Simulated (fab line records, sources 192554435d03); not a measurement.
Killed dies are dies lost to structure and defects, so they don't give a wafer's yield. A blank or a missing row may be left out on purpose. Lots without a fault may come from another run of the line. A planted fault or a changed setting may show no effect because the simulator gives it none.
Chamber matching | flow n5_finfet | N5_BEOL_M2_CO_CAP_55 on cvd_co-02: 3 sister chambers
The step material Co, precursor CCTBA/H2, target thk 2 nm, time 102.1 s. 6 wafers are shown with their chamber, then 12 later ones without.

WAFERS WITH THEIR CHAMBER
wafer  | chamber | heater_power_w (W)
L090.5 | 2       | 199
L091.3 | 1       | 213
L091.4 | 2       | 196
L092.2 | 0       | 273
L092.4 | 1       | 210
L092.5 | 0       | 267

WAFERS WITHOUT THEIR CHAMBER
wafer  | heater_power_w (W)
L093.2 | 206
L093.3 | 212
L093.4 | 265
L094.2 | 268
L094.4 | 275
L094.5 | 217
L095.1 | 210
L095.3 | 193
L095.6 | 212
L096.2 | 277
L096.4 | 203
L096.6 | 273

WHICH CHAMBER EACH WENT THROUGH
wafer  | from the rows above     | in truth
L093.2 | can't be placed: 1 or 2 | 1
L093.3 | 1                       | 1
L093.4 | 0                       | 0
L094.2 | 0                       | 0
L094.4 | 0                       | 0
L094.5 | 1                       | 1
L095.1 | 1                       | 1
L095.3 | 2                       | 2
L095.6 | 1                       | 1
L096.2 | 0                       | 0
L096.4 | can't be placed: 2 or 1 | 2
L096.6 | 0                       | 0
Placed correctly: 10 of 12. Can't be placed from these rows: 2 (the true chamber is among the candidates in 2). Placed wrongly: 0.
How it was worked out, from the rows above alone: a wafer's distance from a chamber is the root of the sum, over the readings, of the square of ((its reading less the chamber's mean) divided by the reading's scatter). The wafer belongs to the nearest chamber; if the next one is less than 2 further off, it can't be placed. A chamber's mean is the mean of its shown wafers. The scatter: the root of (the sum of the squares of (reading less its chamber's mean) over the shown wafers, divided by (wafers less chambers)).
